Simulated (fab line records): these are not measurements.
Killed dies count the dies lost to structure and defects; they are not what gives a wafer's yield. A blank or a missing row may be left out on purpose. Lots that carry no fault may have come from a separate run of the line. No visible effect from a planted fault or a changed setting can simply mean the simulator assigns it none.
fab line records	flow nand-harc
[record] lots = 14	wafers = 42	last-day = 25
route steps=1159 shown A_M1@1049 A_BONDPAD@1079 THIN_TSV@1119
lots that met no fault: taken from a fault-free run of the same line
start-h: hours from the record's first day to the start of the lot's first wafer shown	wait-h: time in hours since the lot's previous step	" same as the row above	L1.1+2: a row that stands for several wafers	- no value, or no start was given	* or withheld: withheld	< > ~ a bound
route shown NAME@n: a module of which the file shows steps, and the number in the route of the first	usual: mean/standard deviation of fault-free wafers	same: alike in all rows	chamber/n: place in a boat	sites: the reading at each site	_std_site: the values' standard deviation	_edge_site: inner sites' mean taken away from outer sites' mean	radius-mm: how far each site lies from the wafer's centre	mask NAME#n: copy n	behind: the most recent tool/chamber to have shaped the wafer	hold: cause of the lot's hold/its duration in hours/its outcome	device: transistor that didn't switch, given as n, p or np	end of line: the route-end tests of the same wafers	where a step has no rows: the recipe by itself	killed: count of dies lost to structure and defects at first sort (not the wafer's yield)	map: the dies of a wafer, with x for killed, . for not killed, _ for no die there
set.NAME: the setting that was run; set.NAME@STEP: the one run at that earlier step	model.NAME: the simulator's own value behind a step, which no gauge read
the route's steps for a sample of lots (tables are steps, rows are wafers)
services: when a tool's chamber went out of use (start-h, in hours from the record's first day, below 0 if earlier), for how many hours, and the reason
[[steps]]
[step NHARC_A_M1_PVD_21]
[recipe] target-thk-a = 300	chamber-pressure-pa = 5	power-w = 5000	substrate-temp-c = 30	time-s = 20.49	material = Cu
[usual] throttle-valve-pct = 30.2/0.76
lot.wafer	tool	chamber	start-h	wait-h	throttle-valve-pct
L390.1	pvd-sputter-03	-	-	-	29.5
L390.2	"	-	"	"	30.6
L390.6	"	-	"	"	29.4
L391.2	pvd-sputter-02	-	-	-	28.2
L391.4	"	-	"	"	30.0
L391.5	"	-	"	"	30.9
L392.1	pvd-sputter-01	-	-	-	30.5
L392.3	"	-	"	"	30.2
L392.6	"	-	"	"	30.5
L397.2	pvd-sputter-02	-	-	-	30.1
L397.4	"	-	"	"	31.2
L397.5	"	-	"	"	30.1
L395.1	pvd-sputter-01	-	-	-	30.3
L395.3	"	-	"	"	30.7
L395.6	"	-	"	"	30.2
L400.2	pvd-sputter-02	-	-	-	28.3
L400.1	"	-	"	"	31.0
L400.6	"	-	"	"	28.2
L396.1	pvd-sputter-01	-	-	-	30.1
L396.5	"	-	"	"	30.4
L396.6	"	-	"	"	30.4
L407.3	pvd-sputter-02	-	-	-	30.6
L407.1	"	-	"	"	28.1
L407.5	"	-	"	"	30.9
L404.4	pvd-sputter-03	-	-	-	29.4
L404.1	"	-	"	"	29.8
L404.3	"	-	"	"	31.3
L405.2	pvd-sputter-01	-	-	-	29.4
L405.4	"	-	"	"	30.3
L405.6	"	-	"	"	29.4
L408.2	pvd-sputter-02	-	-	-	28.2
L408.4	"	-	"	"	29.9
L408.5	"	-	"	"	31.2
L409.3	pvd-sputter-01	-	-	-	29.4
L409.2	"	-	"	"	30.4
L409.5	"	-	"	"	30.4
L411.1	pvd-sputter-03	-	-	-	31.1
L411.4	"	-	"	"	29.7
L411.6	"	-	"	"	30.5
L413.4	pvd-sputter-03	-	-	-	29.7
L413.2	"	-	"	"	31.2
L413.5	"	-	"	"	31.3
[step NHARC_A_BONDPAD_STRIP_15]
[recipe] o2-flow-sccm = 500	ar-flow-sccm = 0	bias-w = 0	chemistry = O2
[usual] drypump-motor-current-A = 6.0/0.36	o2-flow-sccm = 499.7/1.6	oes-product-au = 1.003/0.011	rf-vpp-V = 57.7/0.87	showerhead-plenum-p-Torr = 3.51/0.17	throttle-valve-pct = 17.036/0.0096
[same] bias-w = 0
lot.wafer	tool	chamber	start-h	wait-h	drypump-motor-current-A	o2-flow-sccm	oes-product-au	rf-hours-counter-h	rf-vpp-V	showerhead-plenum-p-Torr	throttle-valve-pct
L390.1	rie-diel-05	2	420.34	0.1	6.2	499.1	1.027	2	56.6	3.34	17.038
L390.2	"	3	"	"	6.7	496.4	1.025	1	58.3	3.72	17.050
L390.6	"	2	"	"	6.2	497.2	1.020	-	57.2	3.34	17.033
L391.4	rie-diel-05	3	423.48	0.1	6.6	499.3	1.013	1	57.4	3.72	17.028
L391.2	"	0	"	"	5.6	498.9	0.991	2	56.6	3.33	17.036
L391.5	"	3	"	"	6.6	501.8	1.014	-	58.6	3.72	17.035
L392.3	rie-diel-03	3	425.07	0.1	6.2	502.8	0.991	9	57.3	3.64	17.041
L392.1	"	0	"	"	6.1	501.2	0.997	9	57.5	3.39	17.040
L392.6	"	2	"	"	5.9	500.8	1.010	-	59.2	3.80	17.038
L397.4	rie-diel-03	1	436.69	0.1	6.4	499.9	0.991	11	56.9	3.40	17.058
L397.2	"	3	"	"	6.2	501.5	1.001	11	56.7	3.64	17.040
L397.5	"	0	"	"	6.1	499.2	1.001	-	56.6	3.39	17.039
L395.3	rie-diel-05	1	441.00	0.1	6.1	499.8	0.997	3	57.7	3.61	17.029
L395.1	"	3	"	"	6.7	498.3	1.018	2	58.0	3.72	17.030
L395.6	"	2	"	"	6.2	501.2	1.010	-	56.4	3.33	17.032
L400.1	rie-diel-05	1	466.65	0.1	6.1	499.8	0.995	4	56.6	3.61	17.033
L400.2	"	0	"	"	5.6	500.6	0.984	3	58.4	3.33	17.026
L400.6	"	2	"	"	6.2	498.2	1.019	-	57.2	3.33	17.036
L396.1	rie-diel-05	3	471.01	0.1	6.7	500.8	0.998	3	57.7	3.72	17.044
L396.5	"	1	"	"	6.1	499.9	0.990	-	56.3	3.60	17.041
L396.6	"	3	"	"	6.6	499.9	1.000	-	58.4	3.72	17.024
L407.3	rie-diel-05	1	513.27	0.1	6.1	498.7	0.988	6	56.3	3.60	17.038
L407.1	"	2	"	"	6.2	497.4	1.016	6	57.0	3.33	17.043
L407.5	"	0	"	"	5.6	500.6	1.009	-	57.0	3.33	17.021
L404.3	rie-diel-05	0	516.13	0.1	5.6	501.2	1.006	5	58.2	3.33	17.045
L404.1	"	1	"	"	6.1	497.0	0.997	6	58.1	3.60	17.017
L404.4	"	1	"	"	6.1	498.3	0.992	-	57.7	3.60	17.049
L405.4	rie-diel-06	1	521.13	0.1	5.8	500.7	1.024	18	58.2	3.51	17.045
L405.2	"	0	"	"	5.4	498.2	0.994	20	57.9	3.36	17.028
L405.6	"	2	"	"	5.6	498.3	1.000	-	58.4	3.68	17.036
L408.4	rie-diel-06	3	528.75	0.1	6.1	500.4	0.988	20	57.9	3.80	17.042
L408.2	"	0	"	"	5.4	500.4	1.014	21	59.2	3.36	17.044
L408.5	"	0	"	"	5.4	500.2	1.013	-	60.1	3.36	17.029
L409.3	rie-diel-05	2	541.04	0.1	6.2	498.1	1.001	1	57.8	3.33	17.034
L409.2	"	0	"	"	5.6	498.3	1.009	1	58.5	3.33	17.033
L409.5	"	1	"	"	6.1	502.2	1.001	-	58.0	3.60	17.034
L411.1	rie-diel-06	1	552.12	0.1	5.8	500.8	1.019	23	56.7	3.50	17.044
L411.4	"	0	"	"	5.4	498.5	0.997	25	57.1	3.36	17.051
L411.6	"	1	"	"	5.9	499.7	1.010	-	57.0	3.50	17.031
L413.4	rie-diel-06	1	552.69	0.1	5.8	499.7	1.017	23	57.3	3.50	17.017
L413.2	"	2	"	"	5.6	497.5	0.999	20	57.2	3.68	17.045
L413.5	"	1	"	"	5.8	500.3	1.001	-	57.9	3.50	17.034
[step NHARC_THIN_TSV_ETCH_44]
[recipe] target-depth-a = 15942	time-s = 797.1	cf4-flow-sccm = 150	o2-flow-sccm = 10	ar-flow-sccm = 0	rf-w = 300	bias-w = 800	chemistry = CF4/O2
[usual] bias-w = 799.9/2.5	drypump-motor-current-A = 5.8/0.3	o2-flow-sccm = 10.00/0.032	oes-product-au = 0.993/0.015	rf-vpp-V = 796/3.8	run-length-s = 818.2/0.43	showerhead-plenum-p-Torr = 1.85/0.059	throttle-valve-pct = 16.916/0.0091
lot.wafer	tool	chamber	start-h	wait-h	bias-w	drypump-motor-current-A	o2-flow-sccm	oes-product-au	rf-hours-counter-h	rf-vpp-V	run-length-s	showerhead-plenum-p-Torr	throttle-valve-pct
L391.4	rie-diel-12	3	438.78	0.1	801.4	5.1	10.03	0.976	4	786	818.5	1.71	16.917
L391.2	"	2	"	"	794.9	5.5	10.01	0.971	4	792	817.6	1.78	16.907
L391.5	"	0	"	"	799.5	5.9	9.96	0.988	-	795	817.9	1.84	16.908
L392.3	rie-diel-12	3	440.50	0.1	803.4	5.1	9.99	0.975	5	786	818.7	1.71	16.924
L392.1	"	0	"	"	797.6	5.9	9.98	0.989	4	795	818.2	1.84	16.917
L392.6	"	0	"	"	801.6	6.0	10.02	0.992	-	795	818.1	1.84	16.898
L390.2	rie-diel-02	3	442.15	0.1	804.6	5.8	10.02	1.020	10	795	819.1	1.84	16.907
L390.1	"	0	"	"	799.8	5.9	10.00	1.014	10	800	818.6	1.92	16.909
L390.6	"	0	"	"	800.5	5.9	9.98	1.006	-	800	818.6	1.92	16.911
L397.4	rie-diel-12	1	453.62	0.1	800.4	5.6	10.04	0.987	4	795	818.2	1.83	16.912
L397.2	"	2	"	"	800.6	5.5	10.03	0.977	5	791	817.5	1.78	16.905
L397.5	"	2	"	"	800.3	5.5	10.03	0.971	-	791	817.5	1.78	16.912
L395.1	rie-diel-02	3	457.16	0.1	803.3	5.8	9.97	1.027	12	795	819.1	1.84	16.929
L395.3	"	0	"	"	800.6	5.8	10.00	1.025	13	801	818.6	1.92	16.907
L395.6	"	3	"	"	804.3	5.8	9.96	1.037	-	794	819.2	1.84	16.919
L400.1	rie-diel-01	2	483.17	0.1	800.7	6.0	9.98	0.976	10	800	817.8	1.93	16.918
L400.2	"	3	"	"	794.0	5.8	10.06	0.984	10	795	817.8	1.82	16.931
L400.6	"	1	"	"	799.1	5.4	9.97	0.993	-	797	818.2	1.87	16.922
L396.1	rie-diel-01	3	486.19	0.1	796.9	5.8	10.01	0.989	11	794	817.9	1.82	16.919
L396.6	"	2	"	"	799.7	6.1	10.06	0.979	-	801	818.2	1.93	16.905
L396.5	"	3	"	"	800.6	5.8	9.96	0.992	-	794	818.6	1.82	16.909
L407.1	rie-diel-01	2	531.38	0.1	799.7	6.0	9.97	0.975	2	801	818.0	1.93	16.916
L407.3	"	3	"	"	799.7	5.8	10.02	0.985	3	792	817.9	1.82	16.905
L407.5	"	3	"	"	800.0	5.8	10.01	0.990	-	794	818.1	1.82	16.921
L404.3	rie-diel-02	1	535.01	0.1	799.8	6.5	10.04	0.998	3	791	818.4	1.78	16.898
L404.1	"	2	"	"	797.1	5.9	10.01	1.006	3	801	818.1	1.94	16.914
L404.4	"	3	"	"	799.1	5.8	10.04	0.998	4	794	819.3	1.84	16.923
L405.2	rie-diel-01	0	539.12	0.1	798.6	6.0	9.98	1.006	3	799	818.3	1.91	16.907
L405.4	"	2	"	"	796.8	6.1	9.95	0.982	3	800	817.9	1.93	16.911
L405.6	"	3	"	"	800.3	5.8	9.98	0.993	-	794	817.9	1.82	16.912
L408.2	rie-diel-01	3	543.88	0.1	796.9	5.8	9.99	0.994	4	793	818.5	1.82	16.910
L408.4	"	0	"	"	800.6	6.1	9.97	0.993	4	799	818.5	1.91	16.931
L408.5	"	2	"	"	799.8	6.0	9.99	0.978	-	800	817.9	1.93	16.917
L409.2	rie-diel-12	2	555.93	0.1	798.4	5.5	9.94	0.971	11	791	817.7	1.78	16.920
L409.3	"	0	"	"	801.8	6.0	10.03	0.984	12	795	818.1	1.84	16.913
L409.5	"	2	"	"	798.9	5.5	9.95	0.964	-	791	818.0	1.78	16.923
L413.2	rie-diel-12	0	566.93	0.1	797.5	5.9	9.98	0.992	0	794	818.5	1.84	16.913
L413.4	"	0	"	"	799.0	5.9	10.00	0.980	-	795	818.1	1.84	16.930
L413.5	"	2	"	"	799.1	5.5	9.97	0.993	-	791	818.4	1.78	16.912
L411.1	rie-diel-01	2	568.34	0.1	797.0	6.0	9.98	0.980	6	799	818.0	1.93	16.916
L411.4	"	0	"	"	803.1	6.1	10.02	1.000	6	799	818.8	1.91	16.912
L411.6	"	1	"	"	799.5	5.4	9.93	0.980	-	796	818.1	1.87	16.912
[step NHARC_THIN_TSV_ETCH_59]
[recipe] target-depth-a = 8800	icp-w = 900	bias-w = 100	Cl2_flow_sccm = 60	bcl3-flow-sccm = 30	time-s = 138.1	chemistry = Cl2/BCl3
[usual] bias-w = 100.00/0.28	drypump-motor-current-A = 5.6/0.32	oes-product-au = 1.000/0.01	run-length-s = 159.5/0.46	throttle-valve-pct = 22.265/0.0094
lot.wafer	tool	chamber	start-h	wait-h	bias-w	drypump-motor-current-A	oes-product-au	rf-hours-counter-h	run-length-s	throttle-valve-pct
L391.2	rie-metal-03	0	444.89	0.1	100.27	5.3	0.988	4.2	159.0	22.272
L391.4	"	1	"	"	100.17	5.8	0.997	-	160.1	22.263
L391.5	"	1	"	"	100.34	5.8	0.990	-	159.8	22.270
L392.1	rie-metal-02	0	446.47	0.1	99.41	5.8	1.004	1.4	158.9	22.256
L392.3	"	0	"	"	99.50	5.8	0.994	-	159.0	22.261
L392.6	"	0	"	"	99.59	5.8	0.995	-	159.1	22.271
L390.2	rie-metal-01	0	448.10	0.1	99.69	5.1	0.994	2.8	160.0	22.260
L390.1	"	1	"	"	100.09	5.6	1.009	2.8	159.8	22.264
L390.6	"	0	"	"	99.86	5.1	0.998	-	159.5	22.258
L397.2	rie-metal-02	1	461.18	0.1	99.80	6.0	0.999	1.9	159.1	22.279
L397.4	"	0	"	"	100.20	5.8	1.000	-	159.2	22.260
L397.5	"	1	"	"	99.73	6.0	1.013	-	159.5	22.257
L395.1	rie-metal-03	1	464.21	0.1	99.61	5.8	1.013	0.0	160.3	22.269
L395.3	"	1	"	"	100.06	5.8	1.018	-	160.3	22.280
L395.6	"	0	"	"	-	5.3	0.986	-	146.2	22.279
L400.2	rie-metal-01	0	489.08	0.1	99.54	5.1	0.982	4.1	159.3	22.277
L400.1	"	1	"	"	99.94	5.6	1.012	4.1	159.9	22.272
L400.6	"	1	"	"	99.71	5.6	1.005	-	159.8	22.257
L396.1	rie-metal-03	1	492.13	0.1	100.16	5.8	1.008	0.8	159.9	22.265
L396.5	"	0	"	"	-	5.3	0.995	-	145.8	22.280
L396.6	"	1	"	"	100.20	5.8	0.997	-	160.2	22.272
L407.1	rie-metal-02	0	537.76	0.1	99.81	5.8	1.004	4.0	158.8	22.249
L407.3	"	0	"	"	99.95	5.8	1.015	-	158.8	22.267
L407.5	"	0	"	"	99.67	5.8	1.002	-	159.5	22.268
L404.1	rie-metal-01	1	541.44	0.1	99.54	5.6	1.001	0.5	159.9	22.268
L404.3	"	1	"	"	100.33	5.6	1.000	-	159.8	22.258
L404.4	"	0	"	"	99.51	5.0	0.991	-	159.3	22.268
L405.2	rie-metal-01	0	546.16	0.1	100.40	5.1	0.985	0.7	159.9	22.253
L405.4	"	1	"	"	100.02	5.6	0.993	-	159.9	22.267
L405.6	"	1	"	"	99.78	5.6	1.002	-	159.8	22.267
L408.2	rie-metal-03	1	550.04	0.1	100.31	5.8	0.999	2.4	159.9	22.262
L408.4	"	1	"	"	100.13	5.8	1.003	-	159.7	22.269
L408.5	"	0	"	"	100.13	5.3	0.990	-	159.7	22.274
L409.2	rie-metal-03	0	561.99	0.1	100.18	5.3	1.002	2.9	159.4	22.258
L409.3	"	1	"	"	99.89	5.8	1.008	-	160.5	22.264
L409.5	"	0	"	"	99.95	5.3	1.000	-	159.3	22.249
L413.2	rie-metal-01	1	572.88	0.1	100.15	5.7	1.000	1.7	160.4	22.274
L413.4	"	0	"	"	99.75	5.0	0.984	-	159.6	22.249
L413.5	"	0	"	"	100.55	5.1	0.982	-	159.4	22.258
L411.1	rie-metal-02	0	574.33	0.1	100.12	5.8	0.978	0.0	159.4	22.266
L411.4	"	0	"	"	99.83	5.8	0.998	-	159.2	22.262
L411.6	"	0	"	"	100.49	5.8	0.989	-	158.8	22.266
[[services]]
tool	chamber	start-h	hours	kind
pvd-sputter-02	-	395.21	10.0	pm
rie-metal-03	-	396.47	0.5	repair
rie-metal-03	-	401.76	0.6	repair
rie-diel-06	-	418.20	9.0	pm
rie-diel-05	0	431.28	16.0	repair
rie-metal-03	0	450.61	4.3	repair
rie-metal-03	-	453.00	9.0	pm
pvd-sputter-03	-	458.00	10.0	pm
pvd-sputter-02	-	465.80	1.1	repair
rie-diel-05	0	466.79	4.3	repair
rie-diel-05	-	477.83	0.7	repair
rie-diel-01	-	491.84	9.0	pm
rie-diel-06	2	492.00	16.2	repair
pvd-sputter-03	-	494.74	2.8	repair
rie-diel-05	3	505.29	17.2	repair
rie-diel-01	2	507.48	4.4	repair
rie-metal-01	-	509.00	9.0	pm
rie-diel-05	-	517.60	9.0	pm
rie-metal-03	0	518.09	1.1	repair
rie-diel-12	3	537.28	29.8	repair
pvd-sputter-01	-	537.83	10.0	pm
pvd-sputter-01	-	550.11	3.2	repair
rie-diel-12	-	556.41	9.0	pm
pvd-sputter-02	-	573.21	10.0	pm
[[key]]
[first-sign] step = NHARC_THIN_TSV_ETCH_59	reading = run-length-s	direction = down	sigmas = 29	usual = *	struck = *
effect none on later readings
met-at NHARC_THIN_TSV_ETCH_59
struck-lots L395,L396
struck-wafers L395.6,L396.5
later-rows-left-out L395.6,L396.5
sort-left-out L395.6,L396.5
not-acting-at NHARC_A_M1_PVD_21,NHARC_A_BONDPAD_STRIP_15,NHARC_THIN_TSV_ETCH_44
onset-between 444.89 464.21
[fault] kind = process-parameter-drift	tool = rie-metal-03	chamber = 0	onset-h = 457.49	steps = NHARC_THIN_TSV_ETCH_59	channel = time-s	offset = *	shape = step	end-h = 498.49	acts-in = *	stated = *
// sort-left-out: the simulated sort isn't trusted on such a fault, so these wafers' sort isn't shown, and their yield isn't known
// later-rows-left-out: the simulator's readings of these wafers behind a module that went badly wrong aren't trusted and aren't shown, but for the sort
